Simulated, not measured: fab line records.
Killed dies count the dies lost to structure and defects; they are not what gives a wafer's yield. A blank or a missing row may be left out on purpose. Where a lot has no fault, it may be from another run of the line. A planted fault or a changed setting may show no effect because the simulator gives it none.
fab line records    flow n5Finfet
record: lots: 10  wafers: 28  lastDay: 18
route steps=1938 shown BEOL_M12@1646 BEOL_M13@1662 PASSIVATION@1936
lots that met no fault: from a run of the same line without faults
startH: hours from the record's first day to the start of the lot's first wafer shown    waitH: time in hours since the lot's previous step    " same as the row above    L1.1+2: a single row standing in for several wafers    - no value, or no start given    * or withheld: withheld    < > ~ a bound
route shown NAME@n: names a module that has steps shown in the file, with the first one's number in the route    usual: average and standard deviation across the fault-free wafers    same: alike in all rows    chamber/n: place in a boat    sites: each site's reading    _std_site: the values' standard deviation    _edge_site: outer sites' mean less inner sites'    radiusMm: for every site, how far away it sits from the centre of the wafer    mask NAME#n: copy n    behind: tool/chamber where the wafer was last shaped    hold: why the lot went on hold/how many hours it stayed there/how the hold came to an end    device: names the non-switching transistor (n, p or np)    end of line: the tests these same wafers got at the end of their route    a step given without rows: its recipe and nothing more    killed: at the first sort, the dies lost to defects and structure; wafer yield is something else    map: per-die view of a wafer (x killed, . not killed, _ where there is no die)
set.NAME: setting as actually run; set.NAME@STEP: the setting as run at that earlier step    model.NAME: the simulator's own value behind a step, which no gauge read
steps of the route over a sample of lots; a table a step, a row a wafer
services: from which hour (startH, from the record's first day; less than 0 if before it) a tool's chamber was out of use, for how many hours, and why
== steps ==
step: N5_BEOL_M12_DEGAS_41
recipe: ambient: vacuum  tempC: 250  timeS: 60
usual: heaterPowerW: 338/21  susceptorTempC: 249.99/0.18
lot.wafer  tool           chamber  startH  waitH  heaterPowerW  susceptorTempC
L945.2     pvdSputter-02  -        270.16  2.0    340           249.98
L945.3     "              -        "       "      303           249.96
L946.2     pvdSputter-03  -        276.12  0.3    318           249.93
L946.3     "              -        "       "      319           249.97
L946.4     "              -        "       "      366           250.03
L944.1     pvdSputter-02  -        278.83  0.4    313           250.05
L944.4     "              -        "       "      334           250.34
L944.6     "              -        "       "      329           250.24
L950.1     pvdSputter-03  -        303.80  0.3    375           249.83
L950.4     "              -        "       "      374           249.79
L950.6     "              -        "       "      368           249.54
L952.1     pvdSputter-01  -        332.02  0.7    323           249.96
L952.2     "              -        "       "      341           250.02
L952.3     "              -        "       "      342           249.82
L956.1     pvdSputter-02  -        343.21  0.4    332           249.94
L956.4     "              -        "       "      303           250.43
L956.5     "              -        "       "      335           250.06
L954.3     pvdSputter-01  -        346.57  0.5    335           250.01
L954.5     "              -        "       "      341           249.74
L954.6     "              -        "       "      322           250.19
L959.1     pvdSputter-03  -        376.69  0.4    367           249.85
L959.6     "              -        "       "      367           249.76
L961.2     pvdSputter-03  -        377.15  0.4    369           249.94
L961.3     "              -        "       "      316           249.76
L961.6     "              -        "       "      370           249.99
L964.2     pvdSputter-01  -        403.08  0.3    320           250.09
L964.4     "              -        "       "      323           250.12
L964.5     "              -        "       "      307           250.11
step: N5_BEOL_M12_DEP_53
recipe: material: SiCN  targetThkA: 300  tempC: withheld  precursor: 3MS/NH3  pressureTorr: 3  rfW: 675  timeS: 10.5
usual: chamberPressureTorr: 3.000/0.0059  showerheadPlenumPTorr: 4.176/0.025  throttleValvePct: 18.3/1.9
lot.wafer  tool      chamber  startH  waitH  chamberPressureTorr  showerheadPlenumPTorr  throttleValvePct
L945.2     pecvd-03  2        271.39  0.0    2.996                4.197                  16.1
L945.3     "         1        "       "      2.996                4.200                  19.1
L946.2     pecvd-03  0        277.27  0.0    2.994                4.151                  21.9
L946.3     "         1        "       "      3.004                4.198                  19.1
L946.4     "         0        "       "      2.999                4.138                  22.0
L944.1     pecvd-04  0        280.16  0.0    2.997                4.150                  17.1
L944.4     "         0        "       "      2.996                4.162                  16.8
L944.6     "         2        "       "      3.009                4.189                  17.1
L950.1     pecvd-01  1        304.95  0.0    2.995                4.178                  18.1
L950.4     "         2        "       "      2.999                4.159                  17.2
L950.6     "         1        "       "      3.000                4.195                  18.3
L952.1     pecvd-01  2        333.63  0.0    3.002                4.153                  17.2
L952.2     "         1        "       "      2.996                4.189                  18.2
L952.3     "         0        "       "      2.995                4.192                  17.1
L956.1     pecvd-03  1        344.37  0.0    3.005                4.204                  18.9
L956.4     "         2        "       "      3.005                4.193                  16.3
L956.5     "         1        "       "      3.004                4.207                  18.9
L954.3     pecvd-04  2        347.88  0.0    3.000                4.181                  17.5
L954.5     "         2        "       "      3.005                4.184                  17.5
L954.6     "         1        "       "      3.017                4.139                  19.4
L959.1     pecvd-04  0        378.44  0.0    2.995                4.153                  17.2
L959.6     "         2        "       "      2.998                4.198                  17.5
L961.2     pecvd-01  0        378.72  0.0    3.001                4.196                  17.2
L961.3     "         1        "       "      3.020                4.189                  18.2
L961.6     "         2        "       "      2.999                4.150                  17.4
L964.2     pecvd-01  1        404.24  0.0    3.004                4.194                  18.3
L964.4     "         2        "       "      2.986                4.147                  17.6
L964.5     "         0        "       "      3.004                4.205                  17.1
step: N5_BEOL_M13_COAT_04
recipe: spinRpm: 1625  resistThkNm: 400
usual: spinSpeedRpm: 1624.8/1.1
lot.wafer  tool           chamber  startH  waitH  spinSpeedRpm
L945.2     lithoTrack-05  0        271.71  -      1623.9
L945.3     "              0        "       "      1624.5
L946.2     lithoTrack-05  0        277.58  -      1625.3
L946.3     "              0        "       "      1625.2
L946.4     "              0        "       "      1626.4
L944.1     lithoTrack-05  0        280.47  -      1918.8
L944.4     "              0        "       "      1918.4
L944.6     "              0        "       "      1918.1
L950.1     lithoTrack-05  0        305.26  -      1918.6
L950.4     "              0        "       "      1917.2
L950.6     "              0        "       "      1916.8
L952.1     lithoTrack-04  0        333.95  -      1625.9
L952.2     "              0        "       "      1624.5
L952.3     "              0        "       "      1627.0
L956.1     lithoTrack-04  0        344.74  -      1626.8
L956.4     "              0        "       "      1625.5
L956.5     "              0        "       "      1625.7
L954.3     lithoTrack-02  0        348.25  -      1623.7
L954.5     "              0        "       "      1624.6
L954.6     "              0        "       "      1624.7
L959.1     lithoTrack-02  0        378.75  -      1622.8
L959.6     "              0        "       "      1626.4
L961.2     lithoTrack-02  0        379.04  -      1624.1
L961.3     "              0        "       "      1625.9
L961.6     "              0        "       "      1624.4
L964.2     lithoTrack-04  0        404.61  -      1625.3
L964.4     "              0        "       "      1625.9
L964.5     "              0        "       "      1623.3
step: N5_BEOL_M13_VIA_ETCH_16
recipe: chemistry: C4F8/O2/Ar  target: SiOC  pressureMtorr: 30  sourceW: 3000  biasW: 700  Ar_flow_sccm: 400  C4F8_flow_sccm: 15  O2_flow_sccm: 8  heInnerTorr: 15  heOuterTorr: 30  targetDepthA: 9217  timeS: withheld  ionEnergyEv: 250  ends: cleared
usual: drypumpMotorCurrentA: 5.9/0.34  heInnerTorr: 14.996/0.029  oesProductAu: 0.73/0.079  rfVppV: 666.9/2.7  showerheadPlenumPTorr: 3.46/0.085  throttleValvePct: 24.22/0.22
lot.wafer  tool        chamber  startH  waitH  drypumpMotorCurrentA  heInnerTorr  oesProductAu  rfVppV  showerheadPlenumPTorr  throttleValvePct
L945.2     rieDiel-02  3        272.31  0.0    6.3                   14.959       0.77          670.1   3.58                   24.08
L945.3     "           1        "       "      5.7                   14.981       0.80          669.6   3.50                   24.15
L946.2     rieDiel-05  1        278.03  0.0    6.0                   15.001       0.67          665.8   3.39                   24.13
L946.3     "           3        "       "      5.8                   14.982       0.86          669.0   3.48                   24.07
L946.4     "           2        "       "      5.0                   15.008       0.65          661.6   3.28                   24.16
L944.1     rieDiel-01  0        280.91  0.0    6.4                   14.953       0.74          666.5   3.46                   24.51
L944.4     "           3        "       "      5.8                   14.969       0.74          666.9   3.45                   24.29
L944.6     "           2        "       "      5.9                   14.988       0.84          672.2   3.59                   23.98
L950.1     rieDiel-05  1        305.83  0.0    6.0                   15.025       0.65          665.6   3.38                   24.16
L950.4     "           2        "       "      5.0                   14.991       0.64          660.7   3.28                   24.17
L950.6     "           0        "       "      6.1                   14.941       0.61          667.6   3.50                   24.39
L952.1     rieDiel-05  1        334.39  0.0    6.0                   14.981       0.64          664.3   3.38                   24.16
L952.2     "           0        "       "      6.1                   14.994       0.91          668.2   3.50                   24.12
L952.3     "           2        "       "      5.0                   14.947       0.64          661.5   3.27                   24.20
L956.1     rieDiel-02  2        345.18  0.0    6.2                   14.954       0.86          663.8   3.35                   23.76
L956.4     "           0        "       "      5.5                   15.025       0.66          667.6   3.49                   24.64
L956.5     "           1        "       "      5.7                   14.971       0.77          667.2   3.49                   24.19
L954.3     rieDiel-05  1        348.82  0.0    6.1                   15.012       0.65          663.1   3.38                   24.18
L954.5     "           0        "       "      6.1                   14.991       0.88          667.7   3.50                   24.13
L954.6     "           1        "       "      6.0                   14.977       0.64          664.2   3.37                   24.17
L959.1     rieDiel-05  3        379.20  0.0    5.8                   15.016       0.79          667.9   3.46                   24.11
L959.6     "           1        "       "      6.1                   14.991       0.63          664.8   3.37                   24.19
L961.2     rieDiel-01  1        379.48  0.0    5.8                   14.959       0.78          668.3   3.49                   24.37
L961.3     "           2        "       "      5.9                   15.019       0.80          670.3   3.57                   24.03
L961.6     "           1        "       "      5.8                   14.960       0.77          667.0   3.49                   24.37
L964.2     rieDiel-02  0        405.18  0.0    5.5                   15.006       0.63          668.2   3.48                   24.66
L964.4     "           1        "       "      5.7                   15.021       0.74          667.6   3.48                   24.21
L964.5     "           0        "       "      5.5                   15.001       0.63          668.5   3.48                   24.67
step: N5_BEOL_M13_STRIP_63
recipe: chemistry: N2/H2  powerW: 1000  tempC: 250  h2Frac: 0.65  overashFraction: 0.3  pressureMtorr: 1000  n2FlowSccm: 1750  h2FlowSccm: 3250
usual: drypumpMotorCurrentA: 6.38/0.079  heaterPowerW: 320/17  oesProductAu: 0.674/0.0048  stripTimeToEndpointS: 28.1/1
lot.wafer  tool            chamber  startH  waitH  drypumpMotorCurrentA  heaterPowerW  oesProductAu  rfHoursCounterH  stripTimeToEndpointS
L945.2     plasmaAsher-01  0        272.55  -      6.44                  301           0.669         110              27.5
L945.3     "               1        "       "      6.45                  317           0.679         -                28.3
L946.2     plasmaAsher-02  0        278.26  -      6.23                  320           0.672         86               29.2
L946.3     "               0        "       "      6.23                  317           0.664         -                28.2
L946.4     "               1        "       "      6.44                  338           0.665         -                27.8
L944.1     plasmaAsher-01  1        281.15  -      6.36                  306           0.644         112              18.3
L944.4     "               0        "       "      6.45                  307           0.654         -                17.9
L944.6     "               0        "       "      6.44                  303           0.639         -                15.9
L950.1     plasmaAsher-01  0        306.07  -      6.43                  296           0.658         117              20.7
L950.4     "               1        "       "      6.41                  316           0.666         -                18.4
L950.6     "               1        "       "      6.38                  319           0.656         -                19.1
L952.1     plasmaAsher-01  1        334.62  -      6.39                  319           0.679         122              28.5
L952.2     "               0        "       "      6.44                  308           0.669         122              28.9
L952.3     "               0        "       "      6.44                  297           0.676         -                27.3
L956.1     plasmaAsher-02  0        345.42  -      6.24                  324           0.674         98               29.5
L956.4     "               0        "       "      6.24                  317           0.681         -                28.6
L956.5     "               0        "       "      6.24                  313           0.664         -                26.9
L954.3     plasmaAsher-01  1        349.07  -      6.35                  315           0.677         -                27.3
L954.5     "               0        "       "      6.42                  304           0.679         -                28.2
L954.6     "               1        "       "      6.38                  314           0.675         -                27.6
L959.1     plasmaAsher-01  0        379.43  -      6.44                  303           0.667         133              28.5
L959.6     "               1        "       "      6.37                  312           0.676         -                27.4
L961.2     plasmaAsher-01  1        379.71  -      6.36                  306           0.670         133              29.5
L961.3     "               0        "       "      6.44                  303           0.679         -                28.4
L961.6     "               0        "       "      6.43                  302           0.675         -                27.8
L964.2     plasmaAsher-02  1        405.41  -      6.44                  348           0.674         111              29.2
L964.4     "               1        "       "      6.43                  354           0.671         -                28.2
L964.5     "               0        "       "      6.24                  329           0.676         -                27.3
step: N5_PASSIVATION_PROBE_49
usual: defectLimitedYield: 91.2/1.4  killed_at_M0_to_M3: 34/9.4  killed_at_M4_up: 14/5.6  killedAtContacts: 13/7.8  killedAtFrontEnd: 37/10  killedAtOther: 4/3.3  killedDies: 103/17  killedOpen: 68/13  killedShort: 33/8.2  sort_bin_5_function: 5.1/0.92  sort_bin_6_memory: 3.3/0.71  sortNPass: 1077/17  sortYieldPct: 91.2/1.4
same: grossDies: 1180  killedAtBackSide: 0  sort_bin_4_leakage[%]: 0  sort_bin_8_speed[%]: 0
lot.wafer  tool       chamber  startH  waitH  defectLimitedYield[%]  killed_at_M0_to_M3  killed_at_M4_up  killedAtContacts  killedAtFrontEnd  killedAtOther  killedDies  killedOpen  killedShort  sort_bin_5_function[%]  sort_bin_6_memory[%]  sortNPass  sortYieldPct[%]
L946.2     prober-02  -        309.09  0.1    91.9                   11                  16               30                36                3              96          71          25           5.2                     2.9                   1084       91.9
L946.3     prober-02  -        309.14  0.1    88.6                   39                  23               21                42                9              134         88          46           7.0                     4.0                   1046       88.6
L946.4     prober-02  -        309.19  0.2    90.1                   46                  6                14                50                1              117         66          50           6.4                     3.2                   1063       90.1
L945.2     prober-01  -        309.28  0.1    90.5                   47                  12               11                32                10             112         77          33           5.5                     3.7                   1068       90.5
L945.3     prober-01  -        309.33  0.1    90.0                   45                  17               6                 45                5              118         76          34           5.2                     4.1                   1062       90.0
L944.1     prober-02  -        318.06  0.0    90.9                   32                  13               10                50                2              107         62          45           5.0                     3.6                   1073       90.9
L944.4     prober-02  -        318.21  0.2    92.3                   32                  18               1                 40                0              91          65          26           4.2                     3.4                   1089       92.3
L944.6     prober-02  -        318.31  0.3    91.6                   31                  13               8                 46                1              99          64          35           5.6                     2.5                   1081       91.6
L950.1     prober-02  -        343.83  0.0    91.3                   24                  25               16                33                5              103         72          31           5.5                     3.1                   1077       91.3
L950.6     prober-02  -        344.08  0.3    92.7                   32                  11               3                 36                4              86          53          32           4.4                     2.4                   1094       92.7
L952.1     prober-01  -        362.77  0.0    93.5                   37                  9                8                 21                2              77          57          20           4.2                     2.4                   1103       93.5
L952.2     prober-01  -        362.82  0.1    91.0                   38                  13               23                27                5              106         69          33           5.7                     2.8                   1074       91.0
L952.3     prober-01  -        362.87  0.1    90.7                   30                  13               19                40                8              110         68          41           5.0                     3.9                   1070       90.7
L954.3     prober-01  -        378.02  0.1    91.6                   45                  6                4                 41                3              99          56          43           5.0                     3.1                   1081       91.6
L954.5     prober-01  -        378.12  0.2    92.0                   45                  14               7                 20                8              94          69          25           5.1                     2.5                   1086       92.0
L954.6     prober-01  -        378.17  0.3    91.7                   37                  12               12                37                0              98          61          32           5.3                     2.3                   1082       91.7
L956.1     prober-02  -        382.95  0.0    91.8                   30                  20               15                29                3              97          66          29           5.4                     2.5                   1083       91.8
L956.4     prober-02  -        383.10  0.2    93.1                   30                  12               7                 30                3              82          56          25           4.3                     2.5                   1098       93.1
L956.5     prober-02  -        383.15  0.2    90.0                   35                  25               8                 41                9              118         77          37           6.1                     3.7                   1062       90.0
L961.2     prober-02  -        412.89  0.1    91.3                   32                  20               20                27                4              103         73          29           5.0                     3.6                   1077       91.3
L961.3     prober-02  -        412.94  0.1    88.6                   50                  11               19                48                7              135         89          46           6.6                     4.3                   1045       88.6
L961.6     prober-02  -        413.09  0.3    91.7                   26                  17               10                44                1              98          60          35           5.1                     2.5                   1082       91.7
L959.1     prober-02  -        416.83  0.0    93.0                   30                  13               3                 28                9              83          51          29           4.2                     2.5                   1097       93.0
L959.6     prober-02  -        417.08  0.3    91.8                   32                  16               13                31                5              97          60          26           3.7                     3.2                   1083       91.8
L964.2     prober-01  -        441.26  0.3    91.9                   51                  11               7                 26                1              96          61          34           5.0                     2.9                   1084       91.9
L964.4     prober-01  -        441.36  0.4    89.1                   55                  23               16                34                1              129         90          28           5.8                     4.2                   1051       89.1
L964.5     prober-01  -        441.41  0.4    87.9                   67                  12               31                31                2              143         104         38           8.0                     3.6                   1037       87.9
killed by level:class
L946.2 MOL_CONTACT_COAG:geometricParticle:open=22 STI_FIN_REVEAL:geometricParticle:open=14 FIN_SAQP:geometricParticle:open=9 MOL_CONTACT_COAG:geometricParticle:short=8 BEOL_M4:geometricParticle:open=7 BEOL_M7:geometricParticle:open=4 GATE_CUT:geometricParticle:short=3 FIN_SAQP:geometricParticle:short=3
L946.3 MOL_CONTACT_COAG:geometricParticle:open=19 BEOL_M0_SAQP:geometricParticle:open=13 BEOL_M0_SAQP:geometricParticle:short=10 FIN_SAQP:geometricParticle:short=9 FIN_SAQP:geometricParticle:open=9 STI_FIN_REVEAL:geometricParticle:open=9 BEOL_M4:geometricParticle:open=9 BEOL_M2:geometricParticle:open=6
L946.4 FIN_SAQP:geometricParticle:short=18 BEOL_M0_SAQP:geometricParticle:open=13 MOL_CONTACT_COAG:geometricParticle:open=10 BEOL_M0_SAQP:geometricParticle:short=9 BEOL_M2:geometricParticle:open=9 STI_FIN_REVEAL:geometricParticle:open=8 BEOL_M3:geometricParticle:open=6 BEOL_M1:geometricParticle:open=5
L945.2 BEOL_M2:geometricParticle:open=18 MOL_CONTACT_COAG:geometricParticle:open=9 BEOL_M0_SAQP:geometricParticle:short=8 STI_FIN_REVEAL:geometricParticle:open=7 BEOL_M0_SAQP:geometricParticle:open=7 DUMMY_GATE:geometricParticle:open=6 FIN_SAQP:geometricParticle:open=4 BEOL_M2:geometricParticle:short=4
L945.3 BEOL_M2:geometricParticle:open=12 FIN_SAQP:geometricParticle:open=9 STI_FIN_REVEAL:geometricParticle:open=9 FIN_SAQP:geometricParticle:short=7 BEOL_M0_SAQP:geometricParticle:short=7 BEOL_M0_SAQP:geometricParticle:open=7 HKMG_FIN:areaEtch=7 MOL_CONTACT_COAG:geometricParticle:open=6
L944.1 STI_FIN_REVEAL:geometricParticle:open=13 BEOL_M3:geometricParticle:open=10 MOL_CONTACT_COAG:geometricParticle:open=9 ILD0:geometricParticle:short=7 STARTING-WAFER:geometricParticle:short=5 FIN_SAQP:geometricParticle:short=4 BEOL_M0:geometricParticle:open=4 BEOL_M0_SAQP:geometricParticle:short=4
L944.4 STI_FIN_REVEAL:geometricParticle:open=14 BEOL_M1:geometricParticle:open=7 BEOL_M2:geometricParticle:open=7 BEOL_M5:geometricParticle:open=7 DUMMY_GATE:geometricParticle:open=6 BEOL_M3:geometricParticle:open=6 STI_FIN_REVEAL:geometricParticle:short=5 BEOL_M3:geometricParticle:short=5
L944.6 STI_FIN_REVEAL:geometricParticle:open=17 BEOL_M0_SAQP:geometricParticle:short=12 MOL_CONTACT_COAG:geometricParticle:open=6 FIN_SAQP:geometricParticle:short=5 STI_FIN_REVEAL:geometricParticle:short=5 BEOL_M0_SAQP:geometricParticle:open=5 BEOL_M7:geometricParticle:open=4 BEOL_M0:geometricParticle:open=4
L950.1 MOL_CONTACT_COAG:geometricParticle:open=15 BEOL_M0_SAQP:geometricParticle:short=8 STI_FIN_REVEAL:geometricParticle:open=7 FIN_SAQP:geometricParticle:short=6 BEOL_M5:geometricParticle:open=6 GATE_CUT:geometricParticle:short=5 BEOL_M0_SAQP:geometricParticle:open=5 BEOL_M7:geometricParticle:open=5
L950.6 BEOL_M0_SAQP:geometricParticle:short=11 STI_FIN_REVEAL:geometricParticle:open=10 BEOL_M0_SAQP:geometricParticle:open=7 GATE_CUT:geometricParticle:short=6 FIN_SAQP:geometricParticle:open=5 BEOL_M1:geometricParticle:open=5 BEOL_M2:geometricParticle:open=4 BEOL_M4:geometricParticle:open=4
L952.1 BEOL_M0:geometricParticle:open=8 BEOL_M1:geometricParticle:open=8 BEOL_M2:geometricParticle:open=7 FIN_SAQP:geometricParticle:open=6 MOL_CONTACT_COAG:geometricParticle:open=6 FIN_SAQP:geometricParticle:short=5 BEOL_M0_SAQP:geometricParticle:open=5 BEOL_M6:geometricParticle:open=4
L952.2 MOL_CONTACT_COAG:geometricParticle:open=15 BEOL_M2:geometricParticle:open=11 MOL_CONTACT_COAG:geometricParticle:short=8 BEOL_M0_SAQP:geometricParticle:open=8 BEOL_M0_SAQP:geometricParticle:short=8 FIN_SAQP:geometricParticle:short=6 BEOL_M0:geometricParticle:open=6 BEOL_M4:geometricParticle:open=6
L952.3 MOL_CONTACT_COAG:geometricParticle:open=13 FIN_SAQP:geometricParticle:short=11 BEOL_M2:geometricParticle:open=9 BEOL_M1:geometricParticle:open=7 BEOL_M4:geometricParticle:open=7 STI_FIN_REVEAL:geometricParticle:open=6 MOL_CONTACT_COAG:geometricParticle:short=6 STI_FIN_REVEAL:geometricParticle:short=5
L954.3 BEOL_M0_SAQP:geometricParticle:short=14 BEOL_M0_SAQP:geometricParticle:open=13 FIN_SAQP:geometricParticle:open=11 FIN_SAQP:geometricParticle:short=6 GATE_CUT:geometricParticle:short=6 BEOL_M1:geometricParticle:open=5 BEOL_M2:geometricParticle:open=5 STARTING-WAFER:geometricParticle:short=5
L954.5 BEOL_M0_SAQP:geometricParticle:open=17 BEOL_M0_SAQP:geometricParticle:short=12 BEOL_M4:geometricParticle:open=9 BEOL_M1:geometricParticle:open=7 MOL_CONTACT_COAG:geometricParticle:open=6 STI_FIN_REVEAL:geometricParticle:open=5 FIN_SAQP:geometricParticle:open=4 BEOL_M3:geometricParticle:open=4
L954.6 MOL_CONTACT_COAG:geometricParticle:open=11 STI_FIN_REVEAL:geometricParticle:open=10 BEOL_M0_SAQP:geometricParticle:open=10 BEOL_M1:geometricParticle:open=7 BEOL_M2:geometricParticle:open=7 FIN_SAQP:geometricParticle:short=6 BEOL_M5:geometricParticle:open=6 BEOL_M0_SAQP:geometricParticle:short=6
L956.1 MOL_CONTACT_COAG:geometricParticle:open=10 BEOL_M4:geometricParticle:open=9 FIN_SAQP:geometricParticle:open=6 BEOL_M1:geometricParticle:open=6 STI_FIN_REVEAL:geometricParticle:open=5 MOL_CONTACT_COAG:geometricParticle:short=5 BEOL_M0_SAQP:geometricParticle:open=5 FIN_SAQP:geometricParticle:short=4
L956.4 BEOL_M3:geometricParticle:open=10 STI_FIN_REVEAL:geometricParticle:open=9 MOL_CONTACT_COAG:geometricParticle:open=7 FIN_SAQP:geometricParticle:short=6 BEOL_M0_SAQP:geometricParticle:open=5 BEOL_M0:geometricParticle:open=4 BEOL_M4:geometricParticle:open=4 GATE_CUT:geometricParticle:short=3
L956.5 BEOL_M4:geometricParticle:open=14 STI_FIN_REVEAL:geometricParticle:open=12 FIN_SAQP:geometricParticle:open=8 BEOL_M3:geometricParticle:open=8 MOL_CONTACT_COAG:geometricParticle:open=7 BEOL_M2:geometricParticle:open=6 BEOL_M0_SAQP:geometricParticle:short=6 BEOL_M0_SAQP:geometricParticle:open=4
L961.2 MOL_CONTACT_COAG:geometricParticle:open=17 BEOL_M4:geometricParticle:open=12 BEOL_M3:geometricParticle:open=11 BEOL_M0_SAQP:geometricParticle:short=7 STI_FIN_REVEAL:geometricParticle:open=6 BEOL_M0_SAQP:geometricParticle:open=5 ILD0:geometricParticle:open=4 BEOL_M2:geometricParticle:short=4
L961.3 FIN_SAQP:geometricParticle:open=19 MOL_CONTACT_COAG:geometricParticle:open=15 FIN_SAQP:geometricParticle:short=14 BEOL_M0_SAQP:geometricParticle:short=14 BEOL_M0_SAQP:geometricParticle:open=12 BEOL_M3:geometricParticle:open=11 BEOL_M4:geometricParticle:open=8 PASS1_CAP:geometricParticle:open=5
L961.6 BEOL_M0_SAQP:geometricParticle:open=13 GATE_CUT:geometricParticle:short=10 BEOL_M4:geometricParticle:open=10 MOL_CONTACT_COAG:geometricParticle:open=8 FIN_SAQP:geometricParticle:short=7 FIN_SAQP:geometricParticle:open=5 STI_FIN_REVEAL:geometricParticle:open=4 BEOL_M3:geometricParticle:open=4
L959.1 BEOL_M0_SAQP:geometricParticle:open=9 BEOL_M0_SAQP:geometricParticle:short=8 STI_FIN_REVEAL:geometricParticle:open=6 BEOL_M4:geometricParticle:open=6 FIN_SAQP:geometricParticle:open=4 BEOL_M1:geometricParticle:open=4 BEOL_M3:geometricParticle:open=4 FIN_SAQP:geometricParticle:short=3
L959.6 MOL_CONTACT_COAG:geometricParticle:open=10 HKMG_FIN:areaEtch=9 BEOL_M0_SAQP:geometricParticle:open=8 BEOL_M3:geometricParticle:open=8 BEOL_M2:geometricParticle:open=7 FIN_SAQP:geometricParticle:open=6 FIN_SAQP:geometricParticle:short=5 BEOL_M4:geometricParticle:open=5
L964.2 BEOL_M0_SAQP:geometricParticle:open=14 BEOL_M0_SAQP:geometricParticle:short=12 STI_FIN_REVEAL:geometricParticle:open=8 BEOL_M1:geometricParticle:open=8 BEOL_M3:geometricParticle:open=7 STARTING-WAFER:geometricParticle:short=7 STARTING-WAFER:geometricParticle:open=6 MOL_CONTACT_COAG:geometricParticle:open=5
L964.4 BEOL_M3:geometricParticle:open=15 BEOL_M1:geometricParticle:open=14 MOL_CONTACT_COAG:geometricParticle:open=13 BEOL_M4:geometricParticle:open=11 HKMG_FIN:areaEtch=9 BEOL_M0_SAQP:geometricParticle:short=8 STI_FIN_REVEAL:geometricParticle:open=7 BEOL_M1:geometricParticle:short=7
L964.5 BEOL_M3:geometricParticle:open=31 MOL_CONTACT_COAG:geometricParticle:open=23 STI_FIN_REVEAL:geometricParticle:open=10 MOL_CONTACT_COAG:geometricParticle:short=8 GATE_CUT:geometricParticle:short=7 BEOL_M4:geometricParticle:open=7 BEOL_M1:geometricParticle:open=7 BEOL_M3:geometricParticle:short=7
== services ==
tool            chamber  startH  hours  kind
rieDiel-01      3        252.29  4.1    repair
lithoTrack-05   -        263.07  -      consumableReplace:filter
pecvd-03        1        263.70  5.5    scheduledDown
rieDiel-02      -        263.90  1.7    repair
plasmaAsher-01  -        287.13  3.1    repair
pecvd-04        -        305.66  14.0   repair
rieDiel-05      0        306.85  -      clean
rieDiel-05      0        306.85  -      consumableReplace:focusRing
rieDiel-05      0        306.85  23.4   scheduledDown
rieDiel-05      0        306.85  23.4   ventCycle
rieDiel-01      0        309.55  5.6    repair
rieDiel-02      2        313.40  -      clean
rieDiel-02      2        313.40  -      consumableReplace:focusRing
rieDiel-01      -        320.61  2.8    pm
pecvd-01        1        331.69  -      calibration
plasmaAsher-02  -        338.81  2.4    repair
pecvd-01        0        340.13  6.7    repair
pecvd-03        -        366.32  6.0    pm
pecvd-01        0        369.92  5.3    repair
rieDiel-01      3        370.74  13.1   repair
lithoTrack-04   -        373.22  -      consumableReplace:filter
rieDiel-02      3        383.28  7.3    repair
pecvd-03        -        390.43  2.8    pm
pecvd-04        1        399.37  5.4    repair
== key ==
firstSign: step: N5_BEOL_M13_COAT_04  reading: spinSpeedRpm  direction: up  sigmas: 99+  usual: *  struck: *
effect: step: N5_BEOL_M13_STRIP_63  reading: stripTimeToEndpointS  direction: down  sigmas: 9.4  usual: *  struck: *
metAt N5_BEOL_M13_COAT_04
struckLots L944,L950
notActingAt N5_BEOL_M12_DEGAS_41,N5_BEOL_M12_DEP_53,N5_BEOL_M13_VIA_ETCH_16
onsetBetween 277.58 280.47
fault: kind: processParameterDrift  tool: lithoTrack-05  chamber: -  onsetH: 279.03  steps: N5_BEOL_M13_COAT_04  channel: spinRpm  offset: *  shape: step  actsIn: *  stated: *
